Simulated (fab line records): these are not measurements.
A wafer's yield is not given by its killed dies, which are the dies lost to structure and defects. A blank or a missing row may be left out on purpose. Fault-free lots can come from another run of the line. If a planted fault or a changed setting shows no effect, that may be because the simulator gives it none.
fab line records + flow n5-finfet
record
- lots=4
- wafers=12
- last-day=16
route steps=1938 shown BEOL_M10@1506 BEOL_M11@1536 PASSIVATION@1936
lots untouched by any fault: they come from a run of this same line in which no faults occurred
start-h: hours from the record's opening day to when the first of the lot's shown wafers began + wait-h: hours elapsed since this lot's preceding step + " identical to the entry in the row above + L1.1+2: one row covering several wafers at once + - no value, or no start given + * or withheld: withheld + < > ~ a bound
route shown NAME@n: a module of which the file shows steps, and the number in the route of the first + usual: mean/standard deviation of fault-free wafers + same: alike in all rows + chamber/n: place in a boat + sites: per-site readings + _std_site: standard deviation across them + _edge_site: inner sites' mean taken away from outer sites' mean + radius-mm: how far each site lies from the wafer's centre + mask NAME#n: copy n + behind: the most recent tool/chamber to have shaped the wafer + hold: reason for holding the lot/hours on hold/outcome of the hold + device: whichever transistor did not switch (one of n, p or np) + end of line: the route-end tests of the same wafers + where a step has no rows: the recipe by itself + killed: not the wafer's yield, but the dies lost to structure and defects at the first sort + map: per-die view of a wafer (x killed, . not killed, _ where there is no die)
set.NAME: the setting the step ran with; set.NAME@STEP: the setting that earlier step ran with + model.NAME: the simulator's own value behind a step, which no gauge read
lots seen at some steps along the route; tables by step, rows by wafer
services: when a tool's chamber went out of use (start-h, in hours from the record's first day, below 0 if earlier), for how many hours, and the reason
## steps
# step N5_BEOL_M10_ETCH_65
# recipe
- chemistry=CF4
- target=SiARC
- target-depth-a=390
- mask-material=CAR-ArF
- time-s=65
- ion-energy-ev=80
- pressure-mtorr=40
- source-w=545
- bias-w=36
- Ar_flow_sccm=100
- cf4-flow-sccm=100
- ends=cleared
# step N5_BEOL_M10_ETCH_66
# recipe
- chemistry=N2/H2
- target=SOC
- target-depth-a=1200
- overetch-a=240
- mask-material=SiARC
- temp-c=40
- time-s=180
- ion-energy-ev=200
- pressure-mtorr=30
- source-w=840
- bias-w=150
- n2-flow-sccm=200
- h2-flow-sccm=200
# step N5_BEOL_M10_STRIP_69
# recipe
- chemistry=N2/H2
- temp-c=40
- n2-flow-sccm=200
- h2-flow-sccm=200
- rf-frequency-hz=6e+07
# step N5_BEOL_M10_VIA_ETCH_34
# recipe
- chemistry=C4F6/O2
- target=SiCOH_lowk
- target-depth-a=1845
- mask-material=SOC
- taper-deg=4
- time-s=69.2
- ion-energy-ev=250
- pressure-mtorr=30
- source-w=345
- bias-w=185
- Ar_flow_sccm=300
- C4F6_flow_sccm=10
- O2_flow_sccm=10
# step N5_BEOL_M10_STRIP_73
# recipe
- chemistry=C4F6/O2
- resist=SiARC
- rf-frequency-hz=6e+07
# step N5_BEOL_M10_STRIP_36
# recipe
- chemistry=N2/H2
- power-w=450
- temp-c=40
- pressure-mtorr=20
- rf-frequency-hz=6e+07
- overash-fraction=0.3
- bias-power-w=7
- h2-frac=0.5
- n2-flow-sccm=200
- h2-flow-sccm=200
# step N5_BEOL_M10_TRENCH_ETCH_37
# recipe
- chemistry=C4F6/O2
- target-depth-a=1488.3
- target=SiCOH_lowk
- time-s=48
- ion-energy-ev=250
- pressure-mtorr=30
- source-w=345
- bias-w=185
- Ar_flow_sccm=300
- C4F6_flow_sccm=10
- O2_flow_sccm=10
# step N5_BEOL_M10_ETCH_41
# recipe
- chemistry=CH3F/O2
- target=SiCN
- target-depth-a=426
- taper-deg=2
- time-s=86
- ion-energy-ev=120
- mask-material=TiN
- pressure-mtorr=30
- source-w=395
- bias-w=75
- Ar_flow_sccm=150
- CH3F_flow_sccm=30
- O2_flow_sccm=20
# step N5_BEOL_M10_STRIP_77
# recipe
- chemistry=N2/H2
- time-s=10
- power-w=450
- temp-c=40
- pressure-mtorr=20
- rf-frequency-hz=6e+07
- bias-power-w=7
- n2-flow-sccm=200
- h2-flow-sccm=200
# step N5_BEOL_M10_HM_STRIP_39
# recipe
- chemistry=peroxide-tin-strip
- material=TiN
- target-depth-a=250
- temp-c=50
- time-s=158
# step N5_BEOL_M10_SRD_40
# recipe
- time-s=30
- temp-c=23
- rinse-liquid=diw
- dry=ipa-marangoni
# step N5_BEOL_M10_PRECLEAN_42
# recipe
- chemistry=residue-remover
- time-s=60
- temp-c=40
| lot.wafer  | tool         | chamber | start-h | wait-h |
|------------|--------------|---------|---------|--------|
| L679.3+4+5 | wet-bench-02 | 7,4,3   | 268.12  | 0.0    |
| L681.1+3+6 | wet-bench-05 | 1,0,2   | 288.95  | 0.0    |
| L684.1+2+6 | wet-bench-05 | 3,2,1   | 303.58  | 0.0    |
| L689.3+5+6 | wet-bench-05 | 2,0,1   | 324.61  | 0.0    |
# step N5_BEOL_M10_SRD_43
# recipe
- time-s=30
- temp-c=23
- rinse-liquid=diw
- dry=ipa-marangoni
# step N5_BEOL_M10_CURE_72
# recipe
- temp-c=370
- time-s=120
- ambient=DMADMS/He
- material=SiCOH_lowk
# step N5_BEOL_M10_DEGAS_44
# recipe
- ambient=vacuum
- temp-c=250
- time-s=60
# step N5_BEOL_M10_PRE_CLEAN_45
# recipe
- gas=H2/He
- time-s=30
- temp-c=250
# step N5_BEOL_M10_ALD_74
# recipe
- material=TaN
- target-thk-a=20
- temp-c=275
- ald-precursor-family=PDMAT
- ald-co-reactant=NH3
- pressure-torr=3
- carrier-flow-sccm=1500
- pulse-time-s=2
- purge-time-s=3
- co-reactant-purge-time-s=2
- co-reactant-pulse-time-s=3
- ald-cycles=40
- precursor-vessel-temp-c=75
- precursor-vessel-pressure-torr=26.25
- precursor-vessel-carrier-sccm=1000
# step N5_BEOL_M10_SURFACE_TREAT_76
# recipe
- gas=Ar
- time-s=*
- ion-energy-ev=*
- ion-current-ma-cm2=0.5
- pressure-mtorr=*
- ar-flow-sccm=30
# step N5_BEOL_M10_CVD_75
# recipe
- material=Co
- target-thk-a=20
- temp-c=withheld
- precursor=CCTBA/H2
- pressure-torr=30
- time-s=138.9
# step N5_BEOL_M10_SPUTTER_48
# recipe
- material=Cu
- target-thk-a=120
- temp-c=-20
- bias-v=60
- power-w=26000
- chamber-pressure-pa=0.13
- time-s=2
# step N5_BEOL_M10_ECD_50
# recipe
- material=Cu
- target-thk-a=3180
# step N5_BEOL_M10_ANNEAL_51
# recipe
- temp-c=225
- time-s=90
- ambient=N2
# step N5_BEOL_M10_CMP_52
# recipe
- stop-on=SiCOH_lowk
- t-overpolish-s=7
- down-force-psi=1
- platen-rpm=50
- clearing-platen-down-force-psi=1.5
- clearing-platen-rpm=50
- post-cmp-clean=cu-alkaline
- target-thk-nm=140
- clearing-platen-pad-velocity-m-s=0.99484
- pad-velocity-m-s=0.99484
# step N5_BEOL_M10_PRE_CLEAN_55
# recipe
- gas=NH3
- time-s=15
- temp-c=withheld
- rf-power-w=300
# step N5_BEOL_M10_DEP_56
# recipe
- material=SiCN
- target-thk-a=150
- temp-c=withheld
- precursor=3MS/NH3
- pressure-torr=3
- rf-w=202
- time-s=26.5
# step N5_BEOL_M11_ILD_DEP_00
# recipe
- material=SiCOH_lowk
- target-thk-a=3085.1
- temp-c=300
- precursor=DEMS/porogen
- pressure-torr=5
- rf-w=500
- time-s=58
# step N5_BEOL_M11_CURE_71
# recipe
- temp-c=385
- time-s=240
- ambient=He/Ar
- material=SiCOH_lowk
# step N5_BEOL_M11_PECVD_70
# recipe
- material=SiO2
- target-thk-a=200
- temp-c=400
- precursor=TEOS/O2
- pressure-torr=5.5
- rf-w=450
- teos-flow-sccm=53.8
- gas=O2
- flow-sccm=3000
- time-s=22.7
# step N5_BEOL_M11_HM_DEP_02
# recipe
- material=TiN
- target-thk-a=200
- temp-c=25
- chamber-pressure-pa=0.49996
# step N5_BEOL_M11_COAT_59
# recipe
- resist=SOC
- temp-c=250
- time-s=60
- spin-rpm=1500
- resist-thk-nm=100
# step N5_BEOL_M11_COAT_60
# recipe
- resist=SiARC
- temp-c=220
- time-s=60
- spin-rpm=1500
- resist-thk-nm=30
# step N5_BEOL_M11_COAT_05
# recipe
- resist=CAR-ArF
- spin-rpm=1500
- resist-thk-nm=90
# step N5_BEOL_M11_EBR_07
# recipe
- solvent=PGMEA
- ebr-width-mm=1.5
# step N5_BEOL_M11_SOFTBAKE_06
# recipe
- temp-c=110
- time-s=60
- resist=CAR-ArF
# step N5_BEOL_M11_EXPOSE_08
# recipe
- mask-id=M11
- na=1.35
- source-shape=dipole
- sigma-inner=0.411
- sigma-outer=0.611
- polarization=te
- dose-mj=53.75
# step N5_BEOL_M11_PEB_09
# recipe
- peb-temp-c=withheld
- peb-time-s=60
- resist=CAR-ArF
# step N5_PASSIVATION_PROBE_49
# usual
- defect-limited-yield=91.1/1.4
- killed_at_M0_to_M3=34/11
- killed_at_M4_up=14/5.6
- killed-at-contacts=13/5.9
- killed-at-front-end=40/11
- killed-at-other=4/3.1
- killed-dies=105/16
- killed-open=68/11
- killed-short=34/8.4
- sort_bin_5_function=5.2/0.86
- sort_bin_6_memory=3.2/0.7
- sort_bin_8_speed=0.1/1.1
- sort-n-pass=1074/21
- sort-yield-pct=91.0/1.8
# same
- gross-dies=1180
- killed-at-back-side=0
- sort_bin_4_leakage[%]=0
| lot.wafer | tool      | chamber | start-h | wait-h | defect-limited-yield[%] | killed_at_M0_to_M3 | killed_at_M4_up | killed-at-contacts | killed-at-front-end | killed-at-other | killed-dies | killed-open | killed-short | sort_bin_5_function[%] | sort_bin_6_memory[%] | sort_bin_8_speed[%] | sort-n-pass | sort-yield-pct[%] |
|-----------|-----------|---------|---------|--------|-------------------------|--------------------|-----------------|--------------------|---------------------|-----------------|-------------|-------------|--------------|------------------------|----------------------|---------------------|-------------|-------------------|
| L679.3    | prober-01 | -       | 317.55  | 0.1    | 90.5                    | 35                 | 16              | 9                  | 51                  | 1               | 112         | 74          | 35           | 5.9                    | 2.8                  | 0                   | 1068        | 90.5              |
| L679.4    | prober-01 | -       | 317.60  | 0.2    | 93.1                    | 36                 | 10              | 13                 | 23                  | 0               | 82          | 43          | 39           | 4.2                    | 2.5                  | 0.2                 | 1096        | 92.9              |
| L679.5    | prober-01 | -       | 317.65  | 0.2    | 91.5                    | 31                 | 13              | 13                 | 42                  | 1               | 100         | 62          | 38           | 5.5                    | 2.7                  | 0                   | 1080        | 91.5              |
| L684.1    | prober-02 | -       | 353.82  | 0.0    | 81.3                    | 45                 | 135             | 8                  | 28                  | 5               | 221         | 64          | 28           | 12.4                   | 3.7                  | 0                   | 959         | 81.3              |
| L684.2    | prober-02 | -       | 353.87  | 0.1    | 82.9                    | 34                 | 124             | 8                  | 32                  | 4               | 202         | 69          | 28           | 10.7                   | 4.1                  | 0                   | 978         | 82.9              |
| L684.6    | prober-02 | -       | 354.07  | 0.3    | 77.1                    | 91                 | 138             | 7                  | 29                  | 5               | 270         | 78          | 60           | 14.3                   | 5.1                  | 0                   | 910         | 77.1              |
| L689.3    | prober-02 | -       | 394.25  | 0.1    | 83.0                    | 16                 | 119             | 14                 | 51                  | 1               | 201         | 56          | 31           | 10.6                   | 3.2                  | 0                   | 979         | 83.0              |
| L689.5    | prober-02 | -       | 394.35  | 0.2    | 81.7                    | 21                 | 141             | 18                 | 36                  | 0               | 216         | 58          | 21           | 11.4                   | 4.2                  | 0                   | 964         | 81.7              |
| L689.6    | prober-02 | -       | 394.40  | 0.3    | 81.0                    | 13                 | 134             | 15                 | 54                  | 8               | 224         | 57          | 36           | 11.0                   | 4.9                  | 0                   | 956         | 81.0              |
# killed by level:class
L679.3 FIN_SAQP:geometric-particle:open=12 BEOL_M4:geometric-particle:open=11 BEOL_M1:geometric-particle:open=9 MOL_CONTACT_COAG:geometric-particle:open=8 BEOL_M0_SAQP:geometric-particle:open=8 GATE_CUT:geometric-particle:short=7 FIN_SAQP:geometric-particle:short=5 FIN_CUT:geometric-particle:open=5
L679.4 MOL_CONTACT_COAG:geometric-particle:open=11 BEOL_M1:geometric-particle:short=8 BEOL_M3:geometric-particle:short=6 BEOL_M3:geometric-particle:open=6 BEOL_M0_SAQP:geometric-particle:open=5 GATE_CUT:geometric-particle:open=4 GATE_CUT:geometric-particle:short=4 BEOL_M0_SAQP:geometric-particle:short=4
L679.5 FIN_SAQP:geometric-particle:open=13 MOL_CONTACT_COAG:geometric-particle:open=9 FIN_SAQP:geometric-particle:short=7 BEOL_M1:geometric-particle:open=7 STI_FIN_REVEAL:geometric-particle:open=6 BEOL_M0_SAQP:geometric-particle:short=6 BEOL_M0:geometric-particle:open=5 BEOL_M4:geometric-particle:open=5
L684.1 BEOL_M10:unspecified=129 BEOL_M0_SAQP:geometric-particle:open=11 BEOL_M1:geometric-particle:open=11 BEOL_M2:geometric-particle:open=10 FIN_SAQP:geometric-particle:short=7 DUMMY_GATE:geometric-particle:open=6 BEOL_M0_SAQP:geometric-particle:short=6 MOL_CONTACT_COAG:geometric-particle:open=4
L684.2 BEOL_M10:unspecified=103 BEOL_M4:geometric-particle:open=12 BEOL_M1:geometric-particle:open=8 BEOL_M0_SAQP:geometric-particle:open=7 BEOL_M2:geometric-particle:open=7 FIN_SAQP:geometric-particle:open=6 DUMMY_GATE:geometric-particle:open=6 MOL_CONTACT_COAG:geometric-particle:open=5
L684.6 BEOL_M10:unspecified=131 BEOL_M0_SAQP:geometric-particle:short=36 BEOL_M0_SAQP:geometric-particle:open=22 BEOL_M2:geometric-particle:open=14 BEOL_M3:geometric-particle:open=8 FIN_SAQP:geometric-particle:short=6 STI_FIN_REVEAL:geometric-particle:open=6 BEOL_M1:geometric-particle:open=6
L689.3 BEOL_M10:unspecified=113 DUMMY_GATE:geometric-particle:open=13 MOL_CONTACT_COAG:geometric-particle:open=12 FIN_SAQP:geometric-particle:short=10 FIN_SAQP:geometric-particle:open=10 STI_FIN_REVEAL:geometric-particle:open=4 BEOL_M0_SAQP:geometric-particle:short=4 BEOL_M2:geometric-particle:open=3
L689.5 BEOL_M10:unspecified=133 MOL_CONTACT_COAG:geometric-particle:open=17 STI_FIN_REVEAL:geometric-particle:open=6 BEOL_M1:geometric-particle:open=6 FIN_SAQP:geometric-particle:open=5 DUMMY_GATE:geometric-particle:open=5 GATE_CUT:geometric-particle:short=5 BEOL_M3:geometric-particle:open=4
L689.6 BEOL_M10:unspecified=129 FIN_SAQP:geometric-particle:short=11 STI_FIN_REVEAL:geometric-particle:open=11 MOL_CONTACT_COAG:geometric-particle:open=11 FIN_SAQP:geometric-particle:open=9 DUMMY_GATE:geometric-particle:open=9 GATE_CUT:geometric-particle:short=5 MOL_CONTACT_COAG:geometric-particle:short=4
# map L684.6 (x killed, . not)
_________________............________________
______________.....x..x.x......._____________
___________........................__________
__________...x..x......x...xx......._________
________.x..x...x.....xx..x.x...xx.x.._______
_______......x...............xx.xx.....______
______...x................x............._____
_____x.........x.x.........x...x...x.....____
____...x...........x....x.x....x....x.....___
___.....x................x................x__
___..x..........x...x.x..x...x...x..xx.....__
__....x......xxx............................_
__.....x...x..........x.............x......._
_.....................x.....x.x......x.......
_..............x..........x....x.........x...
_.........................x.x........x......x
_....x.x...............x...x.........x.......
_.......xx......x..........x.x....x.....x....
_......x....x.............x.xxxxxxxx.........
_.....x.......x..x..x........xxxxxx....x.....
_....xx.x............x...xxxxxxxxxxxxx...x...
__..x..x......x.........xxxxxxxxxxxxxx....x._
__..x............x.......xxxxxxxxxxxxx......_
___.........x........x.xxxxxxxxxxxxxxxxx...__
___............x.........xxxxxxxxxxxxxxx..x__
____...........x..x...x..xxxxxxxxxxxxx.x..___
_____.......x......xx.x.xxxxxxxxxxxxxx...____
______xx......x..........xx.xxxxxxxxx..._____
_______........x.......x..xxxxxxxxx..x.______
________.......x.............xx.xx.x.._______
__________...x.x...............x.x.._________
___________..........x..x.x..x.....__________
______________...x.....x....x..._____________
_________________......x.x...________________
# map L689.6 (x killed, . not)
_________________............________________
______________................x._____________
___________..............x.........__________
__________.........x...............x_________
________...........x.................._______
_______...x.........x..................______
______......x...................x......._____
_____.......x..x.................x.....x.____
____........x.x....x................x.x...___
___...........................x.....xx.....__
___....x...............x..........x........__
__x..................x.......x.............._
__...x...x....x....x......................x._
_.....x........x.x..............x............
_............x....x.......x....x..x.......x.x
_....xx.........x.......x...x.x..............
_......x...............x.......xx..x.........
_................................x...........
_........xx...........xx..x....x...x...x...x.
_..x..................x...xxxxxxxxxx.........
_..........................xxxxxxxx.xx.......
__.x.....x...xx..........xxxxxxxxxxxxx..x..._
__x.....................xxxxxxxxxxxxxx......_
___.....xx...x..........x.xxxxxxxxxxxx....x__
___.....................xxxxxxxxxxxxxx.....__
____.x...x..........x..x..xxxxxxxxxxxx.x..___
_____.......x...........x.xxxxxxxxxxxx...____
______x..................xxxxxxxxxxxx..._____
_______........x..........xxxxxxxx.xx..______
________.....x...............xx.xxx..._______
__________.........x......xx.x..x.x._________
___________....x......x........x...__________
______________.........x....x.x._____________
_________________....x.......________________
## services
| tool         | chamber | start-h | hours | kind   |
|--------------|---------|---------|-------|--------|
| wet-bench-05 | -       | 309.59  | 0.6   | repair |
## key
first-sign
- step=N5_PASSIVATION_PROBE_49
- reading=killed_at_M4_up
- direction=up
- sigmas=21
- usual=14
- struck=132
effect
- step=N5_PASSIVATION_PROBE_49
- reading=defect-limited-yield
- direction=down
- sigmas=7.2
- usual=91.1
- struck=81.2
more-kills-born-at
- N5_BEOL_M10_PRECLEAN_42@wet-bench-05=738
met-at N5_BEOL_M10_PRECLEAN_42
struck-wafers L684.1,L684.2,L684.6,L689.3,L689.5,L689.6
onset-between 288.95 303.58
also-fits time
fault
- kind=chamber-particle-source
- tool=wet-bench-05
- chamber=-
- onset-h=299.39
- steps=N5_BEOL_M10_PRECLEAN_42
- rate-per-visit-cm2=1.1414
- end-h=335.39
